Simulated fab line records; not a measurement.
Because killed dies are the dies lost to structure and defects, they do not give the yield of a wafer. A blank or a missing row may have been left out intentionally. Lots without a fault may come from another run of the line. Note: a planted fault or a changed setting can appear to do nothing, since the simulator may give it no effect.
Split-lot experiment || flow n5Finfet || route with 1938 steps; 7 lots, 39 wafers read

ABOUT THE SPLIT
At N5_BEOL_M10_DEP_56 (deposits SiCN from 3MS/NH3, target thk 15 nm, time 26.5 s), the setting targetThkA was moved away from the recipe's 150 angstrom on 18 of the 39 wafers read, by -40.3% to +59.7%. For the rest of the wafers, this setting stayed at what the recipe calls for.

Reading taken at the split's own step.

THE READING
SiCN_of_BEOL_M10_DEP_56.thkNm (the simulator's own value, which no gauge read), in nm, at N5_BEOL_M10_DEP_56 (deposits SiCN from 3MS/NH3, target thk 15 nm, time 26.5 s). There is no usual value for it anywhere in the file. Here, 21 wafers ran the recipe; their average is 15.1 nm with a standard deviation of 0.29 nm.

{"wafer": "L076.1", "tool, chamber at the split": "pecvd-03, 1,0", "targetThkA as run, angstrom": 150, "against the recipe": "recipe", "SiCN_of_BEOL_M10_DEP_56.thkNm, nm": 14.8, "against lot-mates on the recipe": "-"}
{"wafer": "L076.2", "tool, chamber at the split": "pecvd-03, 1,0", "targetThkA as run, angstrom": 150, "against the recipe": "recipe", "SiCN_of_BEOL_M10_DEP_56.thkNm, nm": 14.8, "against lot-mates on the recipe": "-"}
{"wafer": "L076.5", "tool, chamber at the split": "pecvd-03, 2", "targetThkA as run, angstrom": 150, "against the recipe": "recipe", "SiCN_of_BEOL_M10_DEP_56.thkNm, nm": 15, "against lot-mates on the recipe": "-"}
{"wafer": "L075.1", "tool, chamber at the split": "pecvd-01, 2,0", "targetThkA as run, angstrom": 89.53, "against the recipe": "-40.3%", "SiCN_of_BEOL_M10_DEP_56.thkNm, nm": 8.8, "against lot-mates on the recipe": -6.3}
{"wafer": "L075.3", "tool, chamber at the split": "pecvd-01, 2,0", "targetThkA as run, angstrom": 89.53, "against the recipe": "-40.3%", "SiCN_of_BEOL_M10_DEP_56.thkNm, nm": 8.8, "against lot-mates on the recipe": -6.3}
{"wafer": "L075.2", "tool, chamber at the split": "pecvd-01, 0", "targetThkA as run, angstrom": 150, "against the recipe": "recipe", "SiCN_of_BEOL_M10_DEP_56.thkNm, nm": 14.8, "against lot-mates on the recipe": "-"}
{"wafer": "L075.4", "tool, chamber at the split": "pecvd-01, 2", "targetThkA as run, angstrom": 150, "against the recipe": "recipe", "SiCN_of_BEOL_M10_DEP_56.thkNm, nm": 15.2, "against lot-mates on the recipe": "-"}
{"wafer": "L075.6", "tool, chamber at the split": "pecvd-01, 2", "targetThkA as run, angstrom": 150, "against the recipe": "recipe", "SiCN_of_BEOL_M10_DEP_56.thkNm, nm": 15.2, "against lot-mates on the recipe": "-"}
{"wafer": "L075.5", "tool, chamber at the split": "pecvd-01, 0", "targetThkA as run, angstrom": 89.53, "against the recipe": "-40.3%", "SiCN_of_BEOL_M10_DEP_56.thkNm, nm": 9, "against lot-mates on the recipe": -6.1}
{"wafer": "L077.1", "tool, chamber at the split": "pecvd-04, 1,2", "targetThkA as run, angstrom": 150, "against the recipe": "recipe", "SiCN_of_BEOL_M10_DEP_56.thkNm, nm": 15.2, "against lot-mates on the recipe": "-"}
{"wafer": "L077.5", "tool, chamber at the split": "pecvd-04, 1,2", "targetThkA as run, angstrom": 150, "against the recipe": "recipe", "SiCN_of_BEOL_M10_DEP_56.thkNm, nm": 15.2, "against lot-mates on the recipe": "-"}
{"wafer": "L077.2", "tool, chamber at the split": "pecvd-04, 0", "targetThkA as run, angstrom": 239.6, "against the recipe": "+59.7%", "SiCN_of_BEOL_M10_DEP_56.thkNm, nm": 23.4, "against lot-mates on the recipe": "+8.3"}
{"wafer": "L077.3", "tool, chamber at the split": "pecvd-04, 2", "targetThkA as run, angstrom": 150, "against the recipe": "recipe", "SiCN_of_BEOL_M10_DEP_56.thkNm, nm": 15, "against lot-mates on the recipe": "-"}
{"wafer": "L077.4", "tool, chamber at the split": "pecvd-04, 0", "targetThkA as run, angstrom": 239.6, "against the recipe": "+59.7%", "SiCN_of_BEOL_M10_DEP_56.thkNm, nm": 24, "against lot-mates on the recipe": "+8.9"}
{"wafer": "L077.6", "tool, chamber at the split": "pecvd-04, 1", "targetThkA as run, angstrom": 239.6, "against the recipe": "+59.7%", "SiCN_of_BEOL_M10_DEP_56.thkNm, nm": 24.4, "against lot-mates on the recipe": "+9.3"}
{"wafer": "L079.1", "tool, chamber at the split": "pecvd-01, 2", "targetThkA as run, angstrom": 218.7, "against the recipe": "+45.8%", "SiCN_of_BEOL_M10_DEP_56.thkNm, nm": 22, "against lot-mates on the recipe": "+6.9"}
{"wafer": "L079.2", "tool, chamber at the split": "pecvd-01, 1", "targetThkA as run, angstrom": 218.7, "against the recipe": "+45.8%", "SiCN_of_BEOL_M10_DEP_56.thkNm, nm": 21.4, "against lot-mates on the recipe": "+6.3"}
{"wafer": "L079.3", "tool, chamber at the split": "pecvd-01, 0", "targetThkA as run, angstrom": 218.7, "against the recipe": "+45.8%", "SiCN_of_BEOL_M10_DEP_56.thkNm, nm": 21.6, "against lot-mates on the recipe": "+6.5"}
{"wafer": "L079.4", "tool, chamber at the split": "pecvd-01, 1", "targetThkA as run, angstrom": 150, "against the recipe": "recipe", "SiCN_of_BEOL_M10_DEP_56.thkNm, nm": 15, "against lot-mates on the recipe": "-"}
{"wafer": "L079.5", "tool, chamber at the split": "pecvd-01, 2,0", "targetThkA as run, angstrom": 150, "against the recipe": "recipe", "SiCN_of_BEOL_M10_DEP_56.thkNm, nm": 15.2, "against lot-mates on the recipe": "-"}
{"wafer": "L079.6", "tool, chamber at the split": "pecvd-01, 2,0", "targetThkA as run, angstrom": 150, "against the recipe": "recipe", "SiCN_of_BEOL_M10_DEP_56.thkNm, nm": 15.2, "against lot-mates on the recipe": "-"}
{"wafer": "L081.1", "tool, chamber at the split": "pecvd-04, 2", "targetThkA as run, angstrom": 90.45, "against the recipe": "-39.7%", "SiCN_of_BEOL_M10_DEP_56.thkNm, nm": 9.2, "against lot-mates on the recipe": -6.3}
{"wafer": "L081.2", "tool, chamber at the split": "pecvd-04, 0", "targetThkA as run, angstrom": 90.45, "against the recipe": "-39.7%", "SiCN_of_BEOL_M10_DEP_56.thkNm, nm": 9, "against lot-mates on the recipe": -6.5}
{"wafer": "L081.3", "tool, chamber at the split": "pecvd-04, 1", "targetThkA as run, angstrom": 90.45, "against the recipe": "-39.7%", "SiCN_of_BEOL_M10_DEP_56.thkNm, nm": 9.4, "against lot-mates on the recipe": -6.1}
{"wafer": "L081.4", "tool, chamber at the split": "pecvd-04, 2,1", "targetThkA as run, angstrom": 150, "against the recipe": "recipe", "SiCN_of_BEOL_M10_DEP_56.thkNm, nm": 15.6, "against lot-mates on the recipe": "-"}
{"wafer": "L081.6", "tool, chamber at the split": "pecvd-04, 2,1", "targetThkA as run, angstrom": 150, "against the recipe": "recipe", "SiCN_of_BEOL_M10_DEP_56.thkNm, nm": 15.6, "against lot-mates on the recipe": "-"}
{"wafer": "L081.5", "tool, chamber at the split": "pecvd-04, 0", "targetThkA as run, angstrom": 150, "against the recipe": "recipe", "SiCN_of_BEOL_M10_DEP_56.thkNm, nm": 15.2, "against lot-mates on the recipe": "-"}
{"wafer": "L093.1", "tool, chamber at the split": "pecvd-01, 1", "targetThkA as run, angstrom": 150, "against the recipe": "recipe", "SiCN_of_BEOL_M10_DEP_56.thkNm, nm": 14.4, "against lot-mates on the recipe": "-"}
{"wafer": "L093.2", "tool, chamber at the split": "pecvd-01, 2", "targetThkA as run, angstrom": 189.2, "against the recipe": "+26.1%", "SiCN_of_BEOL_M10_DEP_56.thkNm, nm": 18.8, "against lot-mates on the recipe": "+4.0"}
{"wafer": "L093.3", "tool, chamber at the split": "pecvd-01, 0,1", "targetThkA as run, angstrom": 189.2, "against the recipe": "+26.1%", "SiCN_of_BEOL_M10_DEP_56.thkNm, nm": 18.6, "against lot-mates on the recipe": "+3.8"}
{"wafer": "L093.4", "tool, chamber at the split": "pecvd-01, 0,1", "targetThkA as run, angstrom": 189.2, "against the recipe": "+26.1%", "SiCN_of_BEOL_M10_DEP_56.thkNm, nm": 18.6, "against lot-mates on the recipe": "+3.8"}
{"wafer": "L093.5", "tool, chamber at the split": "pecvd-01, 2", "targetThkA as run, angstrom": 150, "against the recipe": "recipe", "SiCN_of_BEOL_M10_DEP_56.thkNm, nm": 15.2, "against lot-mates on the recipe": "-"}
{"wafer": "L093.6", "tool, chamber at the split": "pecvd-01, 0", "targetThkA as run, angstrom": 150, "against the recipe": "recipe", "SiCN_of_BEOL_M10_DEP_56.thkNm, nm": 14.8, "against lot-mates on the recipe": "-"}
{"wafer": "L096.1", "tool, chamber at the split": "pecvd-04, 2,1", "targetThkA as run, angstrom": 190.5, "against the recipe": "+27.0%", "SiCN_of_BEOL_M10_DEP_56.thkNm, nm": 19.2, "against lot-mates on the recipe": "+3.9"}
{"wafer": "L096.3", "tool, chamber at the split": "pecvd-04, 2,1", "targetThkA as run, angstrom": 190.5, "against the recipe": "+27.0%", "SiCN_of_BEOL_M10_DEP_56.thkNm, nm": 19.2, "against lot-mates on the recipe": "+3.9"}
{"wafer": "L096.2", "tool, chamber at the split": "pecvd-04, 0", "targetThkA as run, angstrom": 190.5, "against the recipe": "+27.0%", "SiCN_of_BEOL_M10_DEP_56.thkNm, nm": 18.8, "against lot-mates on the recipe": "+3.5"}
{"wafer": "L096.4", "tool, chamber at the split": "pecvd-04, 1", "targetThkA as run, angstrom": 150, "against the recipe": "recipe", "SiCN_of_BEOL_M10_DEP_56.thkNm, nm": 15.6, "against lot-mates on the recipe": "-"}
{"wafer": "L096.5", "tool, chamber at the split": "pecvd-04, 0", "targetThkA as run, angstrom": 150, "against the recipe": "recipe", "SiCN_of_BEOL_M10_DEP_56.thkNm, nm": 15, "against lot-mates on the recipe": "-"}
{"wafer": "L096.6", "tool, chamber at the split": "pecvd-04, 2", "targetThkA as run, angstrom": 150, "against the recipe": "recipe", "SiCN_of_BEOL_M10_DEP_56.thkNm, nm": 15.2, "against lot-mates on the recipe": "-"}
If several chambers appear in one row, that row covers several wafers at once and the file leaves open which wafer was in which chamber.

THE FIT
A straight line over all 39 wafers: SiCN_of_BEOL_M10_DEP_56.thkNm changes by +0.148 nm for each +1% of targetThkA; r = +1.00; the points scatter about the line by 0.29 nm.
The same after taking each lot's own level away (the mean of its wafers on the recipe; 39 wafers): +0.149 nm for each +1%; r = +1.00; scatter 0.25 nm.
According to that fit, moving targetThkA by its largest amount changes the reading by 8.9 nm.
The lots' own levels span 14.80 to 15.47 nm, that is 2.3 times the standard deviation above.
So the lot-to-lot level changes the slope little: the two slopes agree.
Check: for one of the wafers moved furthest among these (+59.7%), held out of the fit, the line's prediction against its lot-mates is +8.9 nm. Against them it came out at +8.27 nm.

THESE WAFERS: OTHER SPLITS
Note: prior to the reading, these wafers also went through further splits. Each is held against what the fit with the lots' levels taken away leaves over:
{"other split on the same wafers": "N5_PMOS_HMC_CHANNEL_EPI_DESCUM_14 timeS", "wafers away from the commonest value": 18, "r with SiCN_of_BEOL_M10_DEP_56.thkNm (lot level and that fit taken away)": "+0.12"}
{"other split on the same wafers": "N5_FIN_CUT_CUT_ETCH_26 targetDepthA", "wafers away from the commonest value": 15, "r with SiCN_of_BEOL_M10_DEP_56.thkNm (lot level and that fit taken away)": "+0.20"}
{"other split on the same wafers": "N5_HKMG_FIN_ETCH_55 timeS", "wafers away from the commonest value": 9, "r with SiCN_of_BEOL_M10_DEP_56.thkNm (lot level and that fit taken away)": "+0.00"}
{"other split on the same wafers": "N5_MOL_CONTACT_COAG_ALD_27 aldCycles", "wafers away from the commonest value": 18, "r with SiCN_of_BEOL_M10_DEP_56.thkNm (lot level and that fit taken away)": "+0.16"}
{"other split on the same wafers": "N5_BEOL_M0_SAQP_DEVELOP_13 developTimeS", "wafers away from the commonest value": 18, "r with SiCN_of_BEOL_M10_DEP_56.thkNm (lot level and that fit taken away)": -0.17}
{"other split on the same wafers": "N5_BEOL_M5_HM_DEP_02 targetThkA", "wafers away from the commonest value": 15, "r with SiCN_of_BEOL_M10_DEP_56.thkNm (lot level and that fit taken away)": -0.15}
{"other split on the same wafers": "N5_BEOL_M8_ALD_77 aldCycles", "wafers away from the commonest value": 9, "r with SiCN_of_BEOL_M10_DEP_56.thkNm (lot level and that fit taken away)": -0.04}

THE FILE'S OWN FIT
SiCN_of_BEOL_M10_DEP_56.thkNm changes by +0.149 nm for each +1% of targetThkA, r = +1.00.
